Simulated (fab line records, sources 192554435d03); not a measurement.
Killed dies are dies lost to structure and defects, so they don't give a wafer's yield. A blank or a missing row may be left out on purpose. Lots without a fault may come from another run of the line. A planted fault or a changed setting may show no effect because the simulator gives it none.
A struck lot beside a sound one | flow n5_finfet | 38 steps out of a route of 1938
Sound: wafers L183.2, L183.3, L183.6. Struck: wafers L189.1, L189.2, L189.6. The cause comes at the end.
At each step with rows: each side's tool, then ch and its chambers, then its first start. Under that, the readings that differ: sound wafers | struck wafers | difference of the means | sigmas: that difference in standard deviations of wafers without a fault.
alike: readings whose means differ by less than 2 such deviations, and words and numbers that are the same on both sides. not compared: withheld readings, readings that some wafer has no value for, bounds like >300 that may hide the same value, and numbers for which the record gives no deviation and whose values overlap.
The two part at a step that has a row with sigmas, a row that says differs or no value, or rows on one side only. Numbers that don't overlap but have no deviation are shown without sigmas and don't part them. A reading that every wafer of one side lacks parts them only if that side has two wafers or more.

first, 11 steps without rows for these wafers: N5_FIN_SAQP_STRIP_74 (strips in CHF3/O2); N5_FIN_SAQP_MANDREL_ETCH_22 (etches a-Si in HBr/Cl2, stops on SiNx, target depth 60 nm, bt time 10 s, time 30 s); N5_FIN_SAQP_STRIP_55 (strips in N2/H2); N5_FIN_SAQP_STRIP_23 (strips in SPM, time 750 s); N5_FIN_SAQP_SRD_66 (time 30 s); N5_FIN_SAQP_RECESS_75 (chemistry HF/NH3, target SiO2, target depth 14.4 nm, afs cycles 3, sublimation time 60 s); N5_FIN_SAQP_SPACER1_ALD_24 (deposits SiO2, target thk 20.3 nm, pulse time 1 s, purge time 2 s); N5_FIN_SAQP_SPACER1_ETCHBACK_25 (etches SiO2 in CHF3/O2, target depth 24.4 nm, time 12.2 s); N5_FIN_SAQP_MANDREL1_REMOVE_56 (chemistry HBr/Cl2/O2, target a-Si, stops on SiNx, bt time 10 s); N5_FIN_SAQP_ETCH_57 (etches SiNx in CH3F/O2, target depth 32.5 nm, time 46.4 s); N5_FIN_SAQP_ETCH_65 (etches SiO2 in CF4, target depth 4 nm, time 4.4 s).
N5_FIN_SAQP_MANDREL_ETCH_58: etches a-Si in HBr/Cl2, stops on SiNx, target depth 45 nm, bt time 10 s, time 27 s.
  sound on rie_si-02 ch 0,1, day 2 01:59; struck on rie_si-02 ch 1,3, day 3 13:06
  reading                                      | sound             | struck               | difference | sigmas
  oes_product_au (a.u.)                        | 0.691 0.698 0.695 | 0.562 0.587 0.596    | -0.113     | -9
  over_etch_frac                               | 0.8 0.8 0.8       | 1.5249 1.5249 1.5249 | +0.7249    |
  throttle_valve_pct (%)                       | 35.22 35.89 35.23 | 35.70 36.10 36.11    | +0.52      | +2
  model.SiNx_of_FIN_SAQP_HM_DEP_03.thk_nm (nm) | 38.2 38.72 37.8   | 33.6 33.6 34.4       | -4.4       |
  alike: HBr_flow_sccm, drypump_motor_current_A
  not compared: rf_hours_counter_h
then, 9 steps without rows for these wafers: N5_FIN_SAQP_RECESS_63 (chemistry HF/NH3, target SiO2, target depth 18 nm, afs cycles 3, sublimation time 60 s); N5_FIN_SAQP_COAT_68 (time 60 s, resist thk 100 nm); N5_FIN_SAQP_ETCH_69 (etches SOC in N2/H2, stops on SiNx, target depth 150 nm); N5_FIN_SAQP_ETCH_67 (etches SiNx in CH3F/O2, target depth 30 nm); N5_FIN_SAQP_STRIP_70 (strips in N2/H2); N5_FIN_SAQP_RECESS_71 (chemistry HF/NH3, target SiO2, target depth 3 nm, afs cycles 1, sublimation time 60 s); N5_FIN_SAQP_SPACER2_ALD_28 (deposits SiO2, target thk 8.1 nm, pulse time 1 s, purge time 2 s); N5_FIN_SAQP_SPACER2_ETCHBACK_29 (etches SiO2 in CHF3/O2, target depth 12.2 nm, time 6.1 s); N5_FIN_SAQP_MANDREL2_REMOVE_60 (chemistry HBr/Cl2/O2, target a-Si, stops on SiNx, bt time 10 s).
N5_FIN_SAQP_HM_OPEN_33: chemistry CH3F/O2, target SiNx, target depth 49.4 nm, time 70.6 s.
  sound on rie_diel-02 ch 1,2,3, day 2 03:38; struck on rie_diel-05 ch 0,2, day 3 14:30
  reading                  | sound            | struck            | difference | sigmas
  etch_rf_on_time_s (s)    | 69.2 70.1 69.6   | 61.6 61.1 62.5    | -7.9       | -5
  model.etch.depth_nm (nm) | 37.64 38.1 37.22 | 32.96 32.91 33.72 | -4.46      |
  alike: drypump_motor_current_A, oes_product_au, rf_vpp_V, showerhead_plenum_p_Torr, throttle_valve_pct
  not compared: rf_hours_counter_h
then, 14 steps without rows for these wafers: N5_FIN_SAQP_ETCH_34 (etches SiO2 in C4F6/O2, target depth 45 nm, time 15 s); N5_FIN_SAQP_STRIP_77 (strips in N2/H2, time 90 s); N5_FIN_SAQP_ETCH_64 (etches SiO2 in CF4, target depth 1.5 nm); N5_FIN_SAQP_FIN_ETCH_36 (etches the open film in HBr/Cl2/O2, target depth 120 nm, time 50.4 s); N5_FIN_SAQP_PRECLEAN_38 (cleans in O3/DIW, time 45 s); N5_FIN_SAQP_PRECLEAN_45 (cleans in dHF, time 10 s); N5_FIN_SAQP_SRD_39 (time 30 s); N5_FIN_CUT_COAT_18 (time 60 s, resist thk 230 nm); N5_FIN_CUT_COAT_19 (time 60 s, resist thk 20 nm); N5_FIN_CUT_COAT_29 (time 60 s, resist thk 10 nm); N5_FIN_CUT_COAT_02 (resist thk 30 nm); N5_FIN_CUT_EBR_04; N5_FIN_CUT_SOFTBAKE_03 (time 60 s); N5_FIN_CUT_EXPOSE_05 (exposes mask FIN CUT).
N5_STI_FIN_REVEAL_RECESS_09: chemistry HF/NH3, target SiO2, afs cycles 11, target depth 42.5 nm, sublimation time 60 s.
  sound on vapor_etch-01 ch 0,1, day 2 11:34; struck on vapor_etch-02 ch 0,1, day 3 23:47
  reading                                      | sound        | struck         | difference | sigmas
  model.SiNx_of_FIN_SAQP_HM_DEP_03.thk_nm (nm) | 18.6 19 18.2 | 13.8 13.6 14.6 | -4.6       |
  alike: drypump_motor_current_A, foreline_p_Torr
-- the record jumps here: 10 days lie between the struck wafers' starts before and after (it left off in module STI_FIN_REVEAL and takes up again in module PASSIVATION, whose first step shown is number 1936 of the route) --
N5_PASSIVATION_PROBE_49:
  the record has rows for the struck wafers here (prober-01, day 14 03:52) and none for the sound ones

WHERE THEY PART
First at N5_FIN_SAQP_MANDREL_ETCH_58; last, within this record, at N5_PASSIVATION_PROBE_49.

WHY: what the simulator had put in
Process parameter drift: rie_si-02, from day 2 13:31 on, at N5_FIN_SAQP_MANDREL_ETCH_58. Setting over_etch_frac, moved by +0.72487, from 0.8. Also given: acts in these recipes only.
